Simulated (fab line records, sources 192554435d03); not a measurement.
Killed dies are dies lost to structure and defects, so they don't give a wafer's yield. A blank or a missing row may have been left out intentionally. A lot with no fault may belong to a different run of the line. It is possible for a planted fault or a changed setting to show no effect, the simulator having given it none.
fab line records + flow n5_finfet + part 1 of 2: steps 1 to 4 of 6
record:
- lots: 24
- wafers: 72
- last_day: 17
route steps=1938 shown SD_EPI_N@293 SD_EPI_P@304 SDB@359 HKMG_FIN@388
lots that met no fault: from a run of the same line without faults
start_h: start of the lot's first displayed wafer, in hours after the record's first day + wait_h: time in hours since the lot's previous step + " unchanged from the row above + L1.1+2: several wafers, shown together as one row + - no value, or no start was given + * or withheld: withheld + < > ~ a bound
route shown NAME@n: names a module that has steps shown in the file, with the first one's number in the route + usual: mean/standard deviation taken from wafers without a fault + same: alike in all rows + chamber/n: place in a boat + sites: each site's reading + _std_site: the standard deviation of these + _edge_site: inner sites' mean taken away from outer sites' mean + radius_mm: for every site, how far away it sits from the centre of the wafer + mask NAME#n: copy n + behind: the most recent tool/chamber to have shaped the wafer + hold: why the lot went on hold/how many hours it stayed there/how the hold came to an end + device: whichever transistor did not switch (one of n, p or np) + end of line: at the end of the route, the tests of the same wafers + step lacking rows: just its recipe + killed: at the first sort, the dies lost to defects and structure; wafer yield is something else + map: shows each die of a wafer: x if killed, . if not, _ if none is there
set.NAME: the run value of the setting; set.NAME@STEP: its run value at that earlier step + model.NAME: the simulator's own value behind a step, which no gauge read
route steps across a sampled set of lots; one table per step, one row per wafer
services: a tool's chamber out of use, with start hour (start_h, from the record's first day; less than 0 if before it), hours out, and reason
== steps ==
step: N5_SD_EPI_N_LINER_46
recipe:
- material: SiNx
- target_thk_a: 30
- temp_c: 400
- ald_precursor_family: SiH2I2
- ald_co_reactant: N2/H2-plasma
- pressure_torr: 2
usual:
- heater_power_w: 825/73
| lot.wafer | tool       | chamber | start_h | wait_h | heater_power_w |
|-----------|------------|---------|---------|--------|----------------|
| L074.4    | ald_sin-04 | 3       | 54.66   | 0.1    | 812            |
| L074.5    | "          | 1       | "       | "      | 818            |
| L074.6    | "          | 2       | "       | "      | 774            |
| L075.1    | ald_sin-01 | 3       | 60.66   | 0.2    | 750            |
| L075.3    | "          | 1       | "       | "      | 974            |
| L075.6    | "          | 1       | "       | "      | 937            |
| L076.1    | ald_sin-01 | 2       | 66.63   | 0.2    | 825            |
| L076.3    | "          | 3       | "       | "      | 759            |
| L076.5    | "          | 3       | "       | "      | 765            |
| L077.1    | ald_sin-01 | 2       | 74.49   | 0.2    | 812            |
| L077.2    | "          | 3       | "       | "      | 768            |
| L077.5    | "          | 3       | "       | "      | 764            |
| L078.1    | ald_sin-02 | 3       | 76.73   | 0.2    | 904            |
| L078.3    | "          | 2       | "       | "      | 849            |
| L078.5    | "          | 3       | "       | "      | 887            |
| L079.2    | ald_sin-01 | 3       | 82.36   | 0.1    | 765            |
| L079.4    | "          | 0       | "       | "      | 762            |
| L079.5    | "          | 1       | "       | "      | 991            |
| L080.1    | ald_sin-01 | 2       | 88.07   | 0.5    | 828            |
| L080.4    | "          | 3       | "       | "      | 746            |
| L080.6    | "          | 0       | "       | "      | 745            |
| L081.3    | ald_sin-04 | 1       | 96.21   | 0.1    | 807            |
| L081.4    | "          | 3       | "       | "      | 820            |
| L081.5    | "          | 1       | "       | "      | 825            |
| L082.2    | ald_sin-01 | 2       | 104.10  | 0.1    | 853            |
| L082.3    | "          | 1       | "       | "      | 991            |
| L082.6    | "          | 3       | "       | "      | 754            |
| L083.3    | ald_sin-02 | 0       | 111.29  | 0.1    | 886            |
| L083.4    | "          | 2       | "       | "      | 843            |
| L083.5    | "          | 1       | "       | "      | 809            |
| L084.4    | ald_sin-04 | 1       | 114.06  | 0.1    | 808            |
| L084.5    | "          | 2       | "       | "      | 778            |
| L084.6    | "          | 1       | "       | "      | 807            |
| L085.2    | ald_sin-02 | 1       | 119.53  | 0.2    | 799            |
| L085.4    | "          | 3       | "       | "      | 893            |
| L085.5    | "          | 0       | "       | "      | 919            |
| L086.1    | ald_sin-04 | 1       | 123.75  | 0.2    | 799            |
| L086.2    | "          | 0       | "       | "      | 684            |
| L086.6    | "          | 3       | "       | "      | 833            |
| L087.1    | ald_sin-04 | 3       | 129.90  | 0.2    | 812            |
| L087.2    | "          | 0       | "       | "      | 680            |
| L087.3    | "          | 1       | "       | "      | 824            |
| L088.1    | ald_sin-04 | 2       | 139.05  | 0.6    | 768            |
| L088.4    | "          | 0       | "       | "      | 681            |
| L088.5    | "          | 3       | "       | "      | 816            |
| L089.1    | ald_sin-02 | 1       | 144.01  | 0.2    | 824            |
| L089.3    | "          | 2       | "       | "      | 858            |
| L089.6    | "          | 3       | "       | "      | 885            |
| L090.3    | ald_sin-02 | 1       | 146.95  | 0.3    | 792            |
| L090.4    | "          | 0       | "       | "      | 932            |
| L090.6    | "          | 3       | "       | "      | 878            |
| L091.1    | ald_sin-04 | 2       | 154.67  | 0.2    | 799            |
| L091.2    | "          | 0       | "       | "      | 707            |
| L091.6    | "          | 0       | "       | "      | 698            |
| L092.1    | ald_sin-02 | 0       | 163.53  | 1.6    | 910            |
| L092.2    | "          | 1       | "       | "      | 818            |
| L092.3    | "          | 2       | "       | "      | 854            |
| L093.3    | ald_sin-02 | 2       | 167.95  | 0.1    | 848            |
| L093.4    | "          | 1       | "       | "      | 800            |
| L093.6    | "          | 0       | "       | "      | 928            |
| L094.1    | ald_sin-04 | 3       | 174.20  | 0.3    | 830            |
| L094.4    | "          | 3       | "       | "      | 820            |
| L094.6    | "          | 2       | "       | "      | 794            |
| L095.1    | ald_sin-04 | 2       | 184.25  | 0.5    | 794            |
| L095.4    | "          | 3       | "       | "      | 815            |
| L095.5    | "          | 3       | "       | "      | 821            |
| L097.2    | ald_sin-02 | 2       | 192.14  | 0.3    | 849            |
| L097.3    | "          | 1       | "       | "      | 818            |
| L097.6    | "          | 0       | "       | "      | 941            |
| L096.3    | ald_sin-02 | 1       | 193.06  | 0.1    | 830            |
| L096.4    | "          | 3       | "       | "      | 884            |
| L096.6    | "          | 0       | "       | "      | 928            |
step: N5_SD_EPI_P_OVL_MEAS_10
recipe:
- points_per_wafer: 44
usual:
- SD_P_BLK_OVL: -0.5/0.71
| lot.wafer | tool       | chamber | start_h | wait_h | SD_P_BLK_OVL[nm] |
|-----------|------------|---------|---------|--------|------------------|
| L074.4    | overlay-02 | 0       | 55.35   | 0.0    | -1.3             |
| L074.5    | "          | 0       | "       | "      | -0.4             |
| L074.6    | "          | 0       | "       | "      | -1.0             |
| L075.1    | overlay-02 | 0       | 61.34   | 0.0    | 0.7              |
| L075.3    | "          | 0       | "       | "      | 0.9              |
| L075.6    | "          | 0       | "       | "      | 0.4              |
| L076.1    | overlay-02 | 0       | 67.31   | 0.0    | 0.0              |
| L076.3    | "          | 0       | "       | "      | 1.8              |
| L076.5    | "          | 0       | "       | "      | 0.7              |
| L077.1    | overlay-01 | 0       | 75.17   | 0.0    | -0.2             |
| L077.2    | "          | 0       | "       | "      | -0.5             |
| L077.5    | "          | 0       | "       | "      | -0.2             |
| L078.1    | overlay-02 | 0       | 77.41   | 0.0    | -0.5             |
| L078.3    | "          | 0       | "       | "      | -0.1             |
| L078.5    | "          | 0       | "       | "      | 0.4              |
| L079.2    | overlay-02 | 0       | 82.92   | 0.0    | -1.2             |
| L079.4    | "          | 0       | "       | "      | -1.7             |
| L079.5    | "          | 0       | "       | "      | -0.6             |
| L080.1    | overlay-02 | 0       | 88.63   | 0.0    | 0.3              |
| L080.4    | "          | 0       | "       | "      | -1.0             |
| L080.6    | "          | 0       | "       | "      | -0.3             |
| L081.3    | overlay-01 | 0       | 96.89   | 0.0    | 0.6              |
| L081.4    | "          | 0       | "       | "      | -0.2             |
| L081.5    | "          | 0       | "       | "      | -0.6             |
| L082.2    | overlay-01 | 0       | 104.78  | 0.0    | -1.2             |
| L082.3    | "          | 0       | "       | "      | -0.3             |
| L082.6    | "          | 0       | "       | "      | -1.0             |
| L083.3    | overlay-02 | 0       | 111.84  | 0.0    | -0.9             |
| L083.4    | "          | 0       | "       | "      | -0.2             |
| L083.5    | "          | 0       | "       | "      | -1.1             |
| L084.4    | overlay-01 | 0       | 114.61  | 0.0    | -1.1             |
| L084.5    | "          | 0       | "       | "      | -1.6             |
| L084.6    | "          | 0       | "       | "      | -1.5             |
| L085.2    | overlay-02 | 0       | 120.09  | 0.0    | 0.4              |
| L085.4    | "          | 0       | "       | "      | -0.1             |
| L085.5    | "          | 0       | "       | "      | -0.7             |
| L086.1    | overlay-01 | 0       | 124.42  | 0.0    | -0.2             |
| L086.2    | "          | 0       | "       | "      | -0.1             |
| L086.6    | "          | 0       | "       | "      | 0.4              |
| L087.1    | overlay-01 | 0       | 130.49  | 0.1    | -0.2             |
| L087.2    | "          | 0       | "       | "      | -1.0             |
| L087.3    | "          | 0       | "       | "      | -0.6             |
| L088.1    | overlay-02 | 0       | 139.73  | 0.0    | -1.4             |
| L088.4    | "          | 0       | "       | "      | -1.0             |
| L088.5    | "          | 0       | "       | "      | -0.6             |
| L089.1    | overlay-01 | 0       | 144.69  | 0.0    | -1.6             |
| L089.3    | "          | 0       | "       | "      | -1.1             |
| L089.6    | "          | 0       | "       | "      | -1.1             |
| L090.3    | overlay-01 | 0       | 147.63  | 0.0    | -0.4             |
| L090.4    | "          | 0       | "       | "      | -1.0             |
| L090.6    | "          | 0       | "       | "      | -0.8             |
| L091.1    | overlay-02 | 0       | 155.22  | 0.0    | -1.6             |
| L091.2    | "          | 0       | "       | "      | -0.1             |
| L091.6    | "          | 0       | "       | "      | -0.3             |
| L092.1    | overlay-02 | 0       | 164.21  | 0.0    | -0.2             |
| L092.2    | "          | 0       | "       | "      | -0.6             |
| L092.3    | "          | 0       | "       | "      | -0.1             |
| L093.3    | overlay-01 | 0       | 168.63  | 0.0    | -0.5             |
| L093.4    | "          | 0       | "       | "      | -0.2             |
| L093.6    | "          | 0       | "       | "      | -1.2             |
| L094.1    | overlay-02 | 0       | 174.76  | 0.0    | -1.2             |
| L094.4    | "          | 0       | "       | "      | -1.1             |
| L094.6    | "          | 0       | "       | "      | -0.9             |
| L095.1    | overlay-01 | 0       | 184.92  | 0.0    | -0.3             |
| L095.4    | "          | 0       | "       | "      | -1.8             |
| L095.5    | "          | 0       | "       | "      | -1.7             |
| L097.2    | overlay-02 | 0       | 192.82  | 0.0    | -0.2             |
| L097.3    | "          | 0       | "       | "      | -0.9             |
| L097.6    | "          | 0       | "       | "      | -0.4             |
| L096.3    | overlay-02 | 0       | 193.74  | 0.0    | 1.2              |
| L096.4    | "          | 0       | "       | "      | 0.2              |
| L096.6    | "          | 0       | "       | "      | -0.8             |
step: N5_SD_EPI_P_DESCUM_14
recipe:
- chemistry: O2
- time_s: 7.9
- source_power_w: 50
- bias_power_w: 20
- pressure_mtorr: 20
- rf_frequency_hz: 2.712e+07
- temp_c: 40
- resist: CAR-ArF-block
- o2_flow_sccm: 225
usual:
- drypump_motor_current_A: 5.8/0.41
- oes_product_au: 0.79/0.098
- rf_vpp_V: 243.1/1.3
- showerhead_plenum_p_Torr: 2.09/0.059
- throttle_valve_pct: 20.36/0.18
| lot.wafer | tool        | chamber | start_h | wait_h | drypump_motor_current_A | oes_product_au | rf_hours_counter_h | rf_vpp_V | showerhead_plenum_p_Torr | throttle_valve_pct |
|-----------|-------------|---------|---------|--------|-------------------------|----------------|--------------------|----------|--------------------------|--------------------|
| L074.4    | rie_diel-02 | 3       | 55.41   | 0.0    | 5.5                     | 0.72           | 166                | 243.1    | 2.18                     | 20.37              |
| L074.5    | "           | 1       | "       | "      | 6.0                     | 0.70           | -                  | 243.1    | 2.06                     | 20.60              |
| L074.6    | "           | 0       | "       | "      | 5.9                     | 0.74           | -                  | 242.6    | 2.08                     | 20.42              |
| L075.1    | rie_diel-02 | 0       | 61.40   | 0.0    | 5.9                     | 0.74           | 181                | 243.5    | 2.08                     | 20.41              |
| L075.3    | "           | 3       | "       | "      | 5.6                     | 0.72           | 168                | 243.7    | 2.18                     | 20.41              |
| L075.6    | "           | 1       | "       | "      | 6.0                     | 0.69           | -                  | 243.0    | 2.06                     | 20.61              |
| L076.1    | rie_diel-02 | 1       | 67.37   | 0.0    | 6.0                     | 0.69           | 238                | 241.3    | 2.06                     | 20.61              |
| L076.3    | "           | 0       | "       | "      | 5.9                     | 0.74           | 182                | 244.3    | 2.08                     | 20.43              |
| L076.5    | "           | 1       | "       | "      | 6.1                     | 0.70           | -                  | 242.6    | 2.06                     | 20.62              |
| L077.1    | rie_diel-06 | 1       | 75.23   | 0.0    | 6.6                     | 0.94           | 23                 | 244.8    | 2.22                     | 20.34              |
| L077.2    | "           | 2       | "       | "      | 5.6                     | 0.71           | 189                | 241.9    | 2.08                     | 20.18              |
| L077.5    | "           | 0       | "       | "      | 5.8                     | 0.67           | -                  | 241.9    | 2.07                     | 20.59              |
| L078.1    | rie_diel-02 | 3       | 77.47   | 0.0    | 5.6                     | 0.72           | 172                | 244.8    | 2.17                     | 20.38              |
| L078.3    | "           | 0       | "       | "      | 6.0                     | 0.74           | 186                | 243.1    | 2.08                     | 20.43              |
| L078.5    | "           | 2       | "       | "      | 6.0                     | 0.70           | -                  | 243.0    | 2.07                     | 20.77              |
| L079.2    | rie_diel-06 | 3       | 82.98   | 0.0    | 5.9                     | 0.90           | 18                 | 241.9    | 2.06                     | 20.14              |
| L079.4    | "           | 1       | "       | "      | 6.6                     | 0.93           | 25                 | 244.2    | 2.22                     | 20.35              |
| L079.5    | "           | 3       | "       | "      | 5.9                     | 0.91           | -                  | 242.3    | 2.06                     | 20.15              |
| L080.1    | rie_diel-01 | 1       | 88.68   | 0.0    | 5.7                     | 0.78           | 122                | 242.2    | 2.02                     | 20.07              |
| L080.4    | "           | 3       | "       | "      | 4.7                     | 0.85           | 71                 | 242.9    | 2.04                     | 20.22              |
| L080.6    | "           | 2       | "       | "      | 4.9                     | 0.86           | -                  | 243.1    | 2.05                     | 20.21              |
| L081.3    | rie_diel-01 | 1       | 97.01   | 0.1    | 5.8                     | 0.77           | 124                | 242.8    | 2.02                     | 20.10              |
| L081.4    | "           | 0       | "       | "      | 5.7                     | 0.77           | -                  | 245.6    | 2.19                     | 20.52              |
| L081.5    | "           | 2       | "       | "      | 4.9                     | 0.84           | -                  | 243.2    | 2.05                     | 20.20              |
| L082.2    | rie_diel-06 | 2       | 104.83  | 0.0    | 5.7                     | 0.71           | 196                | 242.3    | 2.08                     | 20.17              |
| L082.3    | "           | 1       | "       | "      | 6.6                     | 0.91           | 30                 | 247.0    | 2.22                     | 20.36              |
| L082.6    | "           | 2       | "       | "      | 5.7                     | 0.71           | -                  | 242.9    | 2.08                     | 20.18              |
| L083.3    | rie_diel-02 | 1       | 111.90  | 0.0    | 6.0                     | 0.68           | 252                | 243.1    | 2.05                     | 20.63              |
| L083.4    | "           | 0       | "       | "      | 5.9                     | 0.73           | -                  | 242.3    | 2.07                     | 20.43              |
| L083.5    | "           | 1       | "       | "      | 6.1                     | 0.68           | -                  | 243.1    | 2.05                     | 20.65              |
| L084.4    | rie_diel-06 | 0       | 114.67  | 0.0    | 5.8                     | 0.67           | 254                | 243.2    | 2.07                     | 20.60              |
| L084.5    | "           | 0       | "       | "      | 5.7                     | 0.66           | -                  | 243.3    | 2.07                     | 20.61              |
| L084.6    | "           | 1       | "       | "      | 6.6                     | 0.90           | -                  | 245.8    | 2.22                     | 20.36              |
| L085.2    | rie_diel-02 | 3       | 120.14  | 0.0    | 5.5                     | 0.71           | 186                | 244.5    | 2.17                     | 20.42              |
| L085.4    | "           | 1       | "       | "      | 6.0                     | 0.69           | -                  | 242.2    | 2.05                     | 20.64              |
| L085.5    | "           | 0       | "       | "      | 5.9                     | 0.73           | -                  | 243.9    | 2.07                     | 20.45              |
| L086.1    | rie_diel-01 | 0       | 124.54  | 0.1    | 5.8                     | 0.76           | 132                | 244.2    | 2.19                     | 20.54              |
| L086.2    | "           | 2       | "       | "      | 4.9                     | 0.84           | 56                 | 243.1    | 2.05                     | 20.23              |
| L086.6    | "           | 2       | "       | "      | 5.0                     | 0.83           | -                  | 241.2    | 2.05                     | 20.22              |
| L087.1    | rie_diel-02 | 3       | 130.55  | 0.0    | 5.6                     | 0.71           | 189                | 244.5    | 2.17                     | 20.41              |
| L087.2    | "           | 1       | "       | "      | 6.1                     | 0.68           | 259                | 242.8    | 2.05                     | 20.64              |
| L087.3    | "           | 0       | "       | "      | 6.0                     | 0.72           | 203                | 242.6    | 2.07                     | 20.45              |
| L088.1    | rie_diel-06 | 2       | 139.79  | 0.0    | 5.6                     | 0.70           | 210                | 243.0    | 2.07                     | 20.19              |
| L088.4    | "           | 2       | "       | "      | 5.6                     | 0.70           | -                  | 243.8    | 2.07                     | 20.18              |
| L088.5    | "           | 3       | "       | "      | 5.9                     | 0.87           | -                  | 241.5    | 2.05                     | 20.18              |
| L089.1    | rie_diel-02 | 3       | 144.81  | 0.1    | 5.6                     | 0.70           | 196                | 243.5    | 2.17                     | 20.41              |
| L089.3    | "           | 2       | "       | "      | 6.0                     | 1.00           | 3                  | 241.8    | 2.06                     | 20.40              |
| L089.6    | "           | 3       | "       | "      | 5.6                     | 0.70           | -                  | 245.4    | 2.16                     | 20.43              |
| L090.3    | rie_diel-06 | 0       | 147.68  | 0.0    | 5.8                     | 1.01           | 1                  | 242.2    | 2.07                     | 20.17              |
| L090.4    | "           | 3       | "       | "      | 5.9                     | 0.87           | -                  | 241.0    | 2.05                     | 20.17              |
| L090.6    | "           | 0       | "       | "      | 5.8                     | 1.01           | -                  | 242.2    | 2.07                     | 20.17              |
| L091.1    | rie_diel-06 | 0       | 155.58  | 0.3    | 5.8                     | 0.98           | 4                  | 243.5    | 2.07                     | 20.17              |
| L091.2    | "           | 3       | "       | "      | 5.9                     | 0.86           | 44                 | 241.9    | 2.05                     | 20.17              |
| L091.6    | "           | 0       | "       | "      | 5.8                     | 0.98           | -                  | 243.6    | 2.07                     | 20.18              |
| L092.1    | rie_diel-02 | 2       | 164.26  | 0.0    | 6.0                     | 0.98           | 10                 | 242.5    | 2.06                     | 20.42              |
| L092.2    | "           | 3       | "       | "      | 5.5                     | 0.70           | 203                | 245.2    | 2.16                     | 20.42              |
| L092.3    | "           | 0       | "       | "      | 5.9                     | 0.71           | 216                | 242.7    | 2.07                     | 20.48              |
| L093.3    | rie_diel-01 | 3       | 168.68  | 0.0    | 4.7                     | 0.83           | 87                 | 242.6    | 2.03                     | 20.25              |
| L093.4    | "           | 0       | "       | "      | 5.7                     | 0.75           | 145                | 244.1    | 2.18                     | 20.56              |
| L093.6    | "           | 1       | "       | "      | 5.8                     | 0.75           | -                  | 242.0    | 2.01                     | 20.12              |
| L094.1    | rie_diel-06 | 1       | 174.92  | 0.1    | 6.6                     | 0.87           | 48                 | 244.8    | 2.21                     | 20.39              |
| L094.4    | "           | 2       | "       | "      | 5.6                     | 0.69           | 215                | 241.6    | 2.07                     | 20.21              |
| L094.6    | "           | 2       | "       | "      | 5.7                     | 0.69           | -                  | 242.5    | 2.07                     | 20.21              |
| L095.1    | rie_diel-06 | 2       | 184.98  | 0.0    | 5.7                     | 0.69           | 218                | 242.9    | 2.07                     | 20.21              |
| L095.4    | "           | 1       | "       | "      | 6.6                     | 0.88           | 52                 | 244.6    | 2.21                     | 20.38              |
| L095.5    | "           | 1       | "       | "      | 6.6                     | 0.88           | -                  | 246.0    | 2.21                     | 20.38              |
| L097.2    | rie_diel-06 | 1       | 192.88  | 0.0    | 6.6                     | 0.87           | 55                 | 244.9    | 2.21                     | 20.40              |
| L097.3    | "           | 3       | "       | "      | 5.9                     | 0.85           | 56                 | 242.8    | 2.04                     | 20.20              |
| L097.6    | "           | 3       | "       | "      | 5.9                     | 0.84           | -                  | 242.0    | 2.04                     | 20.19              |
| L096.3    | rie_diel-06 | 3       | 193.79  | 0.0    | 5.9                     | 0.84           | 57                 | 243.4    | 2.04                     | 20.20              |
| L096.4    | "           | 2       | "       | "      | 5.7                     | 0.69           | 221                | 241.5    | 2.07                     | 20.21              |
| L096.6    | "           | 3       | "       | "      | 5.9                     | 0.84           | -                  | 242.6    | 2.04                     | 20.21              |
step: N5_SDB_DESCUM_16
recipe:
- chemistry: O2
- time_s: 7.9
- source_power_w: 50
- bias_power_w: 20
- pressure_mtorr: 20
- rf_frequency_hz: 2.712e+07
- temp_c: 40
- resist: CAR-ArF
- o2_flow_sccm: 225
usual:
- drypump_motor_current_A: 5.7/0.31
- oes_product_au: 0.80/0.086
- rf_vpp_V: 243.7/1.3
- showerhead_plenum_p_Torr: 2.14/0.065
- throttle_valve_pct: 20.40/0.25
| lot.wafer | tool        | chamber | start_h | wait_h | drypump_motor_current_A | oes_product_au | rf_hours_counter_h | rf_vpp_V | showerhead_plenum_p_Torr | throttle_valve_pct |
|-----------|-------------|---------|---------|--------|-------------------------|----------------|--------------------|----------|--------------------------|--------------------|
| L074.4    | rie_diel-04 | 1       | 67.01   | 0.4    | 6.5                     | 0.71           | -                  | 243.7    | 2.17                     | 20.66              |
| L074.5    | "           | 0       | "       | "      | 6.3                     | 0.74           | -                  | 245.0    | 2.18                     | 20.53              |
| L074.6    | "           | 3       | "       | "      | 6.2                     | 0.78           | -                  | 243.5    | 2.09                     | 20.61              |
| L075.1    | rie_diel-05 | 2       | 73.76   | 0.1    | 5.5                     | 0.93           | 16                 | 243.7    | 2.14                     | 20.28              |
| L075.3    | "           | 3       | "       | "      | 5.8                     | 0.92           | 17                 | 243.0    | 2.06                     | 20.30              |
| L075.6    | "           | 2       | "       | "      | 5.5                     | 0.92           | -                  | 242.6    | 2.14                     | 20.29              |
| L076.1    | rie_diel-05 | 0       | 79.51   | 0.3    | 5.6                     | 0.94           | 4                  | 245.9    | 2.23                     | 20.02              |
| L076.3    | "           | 2       | "       | "      | 5.5                     | 0.92           | 18                 | 243.2    | 2.14                     | 20.30              |
| L076.5    | "           | 1       | "       | "      | 5.5                     | 0.74           | -                  | 245.6    | 2.18                     | 20.46              |
| L077.1    | rie_diel-05 | 0       | 87.30   | 0.0    | 5.7                     | 0.93           | 7                  | 245.7    | 2.23                     | 20.03              |
| L077.2    | "           | 3       | "       | "      | 5.8                     | 0.90           | 21                 | 242.1    | 2.06                     | 20.32              |
| L077.5    | "           | 1       | "       | "      | 5.5                     | 0.72           | -                  | 244.6    | 2.18                     | 20.47              |
| L078.1    | rie_diel-05 | 3       | 89.06   | 0.2    | 5.8                     | 0.89           | 22                 | 241.6    | 2.06                     | 20.31              |
| L078.3    | "           | 1       | "       | "      | 5.5                     | 0.73           | 155                | 243.6    | 2.18                     | 20.47              |
| L078.5    | "           | 1       | "       | "      | 5.5                     | 0.73           | -                  | 244.8    | 2.18                     | 20.48              |
| L079.2    | rie_diel-03 | 0       | 95.50   | 0.0    | 5.7                     | 0.69           | 210                | 244.2    | 2.16                     | 20.71              |
| L079.4    | "           | 0       | "       | "      | 5.7                     | 0.69           | -                  | 242.9    | 2.16                     | 20.70              |
| L079.5    | "           | 2       | "       | "      | 5.8                     | 0.94           | -                  | 244.2    | 2.23                     | 20.08              |
| L080.1    | rie_diel-04 | 1       | 100.71  | 0.0    | 6.5                     | 0.71           | 216                | 244.0    | 2.16                     | 20.68              |
| L080.4    | "           | 2       | "       | "      | 6.1                     | 0.78           | 139                | 242.9    | 2.09                     | 20.71              |
| L080.6    | "           | 1       | "       | "      | 6.5                     | 0.70           | -                  | 244.3    | 2.16                     | 20.69              |
| L081.3    | rie_diel-05 | 0       | 109.05  | 0.2    | 5.6                     | 0.90           | 15                 | 244.3    | 2.23                     | 20.04              |
| L081.4    | "           | 3       | "       | "      | 5.8                     | 0.87           | 29                 | 241.5    | 2.05                     | 20.34              |
| L081.5    | "           | 3       | "       | "      | 5.8                     | 0.88           | -                  | 242.3    | 2.05                     | 20.33              |
| L082.2    | rie_diel-05 | 2       | 116.14  | 0.0    | 5.5                     | 0.89           | 31                 | 243.4    | 2.13                     | 20.31              |
| L082.3    | "           | 1       | "       | "      | 5.5                     | 0.72           | 165                | 243.6    | 2.18                     | 20.51              |
| L082.6    | "           | 0       | "       | "      | 5.6                     | 0.89           | -                  | 245.8    | 2.23                     | 20.07              |
| L083.3    | rie_diel-03 | 2       | 123.96  | 0.0    | 5.7                     | 0.91           | 30                 | 244.0    | 2.23                     | 20.10              |
| L083.4    | "           | 1       | "       | "      | 5.4                     | 0.76           | 146                | 241.3    | 2.01                     | 19.97              |
| L083.5    | "           | 0       | "       | "      | 5.7                     | 0.69           | -                  | 244.0    | 2.16                     | 20.71              |
| L084.4    | rie_diel-04 | 2       | 126.40  | 0.0    | 6.1                     | 0.77           | 146                | 243.9    | 2.08                     | 20.72              |
| L084.5    | "           | 0       | "       | "      | 6.3                     | 0.72           | -                  | 243.0    | 2.17                     | 20.57              |
| L084.6    | "           | 1       | "       | "      | 6.4                     | 0.69           | -                  | 244.7    | 2.16                     | 20.70              |
| L085.2    | rie_diel-05 | 1       | 131.63  | 0.3    | 5.5                     | 0.72           | 170                | 243.4    | 2.18                     | 20.50              |
| L085.4    | "           | 3       | "       | "      | 5.8                     | 0.88           | 37                 | 241.9    | 2.05                     | 20.33              |
| L085.5    | "           | 3       | "       | "      | 5.8                     | 0.86           | -                  | 242.4    | 2.05                     | 20.33              |
| L086.1    | rie_diel-05 | 3       | 136.40  | 0.2    | 5.8                     | 0.87           | 39                 | 242.0    | 2.05                     | 20.35              |
| L086.2    | "           | 0       | "       | "      | 5.6                     | 0.89           | 24                 | 244.6    | 2.22                     | 20.05              |
| L086.6    | "           | 3       | "       | "      | 5.8                     | 0.87           | -                  | 241.2    | 2.05                     | 20.35              |
| L087.1    | rie_diel-05 | 3       | 143.58  | 0.3    | 5.8                     | 0.86           | 41                 | 241.2    | 2.05                     | 20.33              |
| L087.2    | "           | 2       | "       | "      | 5.5                     | 0.88           | 40                 | 244.2    | 2.13                     | 20.34              |
| L087.3    | "           | 1       | "       | "      | 5.5                     | 0.72           | 174                | 244.2    | 2.17                     | 20.50              |
| L088.1    | rie_diel-05 | 0       | 153.95  | 0.0    | 5.7                     | 0.87           | 30                 | 244.4    | 2.22                     | 20.07              |
| L088.4    | "           | 3       | "       | "      | 5.8                     | 0.86           | 45                 | 244.5    | 2.05                     | 20.35              |
| L088.5    | "           | 2       | "       | "      | 5.5                     | 0.87           | -                  | 245.4    | 2.13                     | 20.33              |
| L089.1    | rie_diel-03 | 0       | 157.38  | 0.0    | 5.6                     | 0.69           | 224                | 243.3    | 2.16                     | 20.74              |
| L089.3    | "           | 3       | "       | "      | 5.6                     | 0.74           | 172                | 243.1    | 2.09                     | 20.79              |
| L089.6    | "           | 1       | "       | "      | 5.5                     | 0.75           | -                  | 241.9    | 2.00                     | 20.00              |
| L090.3    | rie_diel-05 | 1       | 160.24  | 0.1    | 5.5                     | 0.71           | 179                | 244.6    | 2.17                     | 20.52              |
| L090.4    | "           | 0       | "       | "      | 5.6                     | 0.87           | 32                 | 246.2    | 2.22                     | 20.07              |
| L090.6    | "           | 2       | "       | "      | 5.5                     | 0.87           | -                  | 244.4    | 2.13                     | 20.34              |
| L091.1    | rie_diel-04 | 0       | 168.85  | 0.6    | 6.3                     | 0.71           | 224                | 243.6    | 2.17                     | 20.58              |
| L091.2    | "           | 2       | "       | "      | 6.1                     | 0.76           | 159                | 243.3    | 2.08                     | 20.75              |
| L091.6    | "           | 0       | "       | "      | 6.3                     | 0.71           | -                  | 242.7    | 2.17                     | 20.57              |
| L092.1    | rie_diel-05 | 1       | 175.64  | 0.0    | 5.4                     | 0.71           | 184                | 244.3    | 2.17                     | 20.51              |
| L092.2    | "           | 0       | "       | "      | 5.7                     | 0.87           | 37                 | 245.8    | 2.22                     | 20.05              |
| L092.3    | "           | 3       | "       | "      | 5.8                     | 0.85           | 52                 | 243.0    | 2.05                     | 20.37              |
| L093.3    | rie_diel-03 | 3       | 180.56  | 0.0    | 5.5                     | 0.73           | 181                | 242.1    | 2.09                     | 20.79              |
| L093.4    | "           | 0       | "       | "      | 5.6                     | 0.67           | 233                | 244.1    | 2.16                     | 20.73              |
| L093.6    | "           | 3       | "       | "      | 5.5                     | 0.73           | -                  | 244.3    | 2.09                     | 20.79              |
| L094.1    | rie_diel-03 | 1       | 187.73  | 0.0    | 5.4                     | 0.74           | 168                | 240.7    | 2.00                     | 20.00              |
| L094.4    | "           | 3       | "       | "      | 5.5                     | 0.72           | 183                | 242.3    | 2.09                     | 20.79              |
| L094.6    | "           | 0       | "       | "      | 5.7                     | 0.67           | -                  | 244.3    | 2.16                     | 20.74              |
| L095.1    | rie_diel-03 | 2       | 197.66  | 0.0    | 5.7                     | 0.89           | 54                 | 244.1    | 2.22                     | 20.15              |
| L095.4    | "           | 3       | "       | "      | 5.6                     | 0.73           | 186                | 242.5    | 2.09                     | 20.79              |
| L095.5    | "           | 0       | "       | "      | 5.6                     | 0.67           | -                  | 244.8    | 2.15                     | 20.73              |
| L097.2    | rie_diel-05 | 3       | 204.62  | 0.0    | 5.8                     | 0.83           | 61                 | 242.2    | 2.04                     | 20.38              |
| L097.3    | "           | 1       | "       | "      | 5.5                     | 0.70           | 194                | 243.1    | 2.17                     | 20.55              |
| L097.6    | "           | 2       | "       | "      | 5.5                     | 0.85           | -                  | 242.2    | 2.12                     | 20.36              |
| L096.3    | rie_diel-04 | 3       | 205.32  | 0.0    | 6.2                     | 0.75           | 187                | 243.0    | 2.07                     | 20.70              |
| L096.4    | "           | 0       | "       | "      | 6.3                     | 0.70           | -                  | 242.1    | 2.16                     | 20.60              |
| L096.6    | "           | 2       | "       | "      | 6.1                     | 0.75           | -                  | 243.2    | 2.07                     | 20.78              |
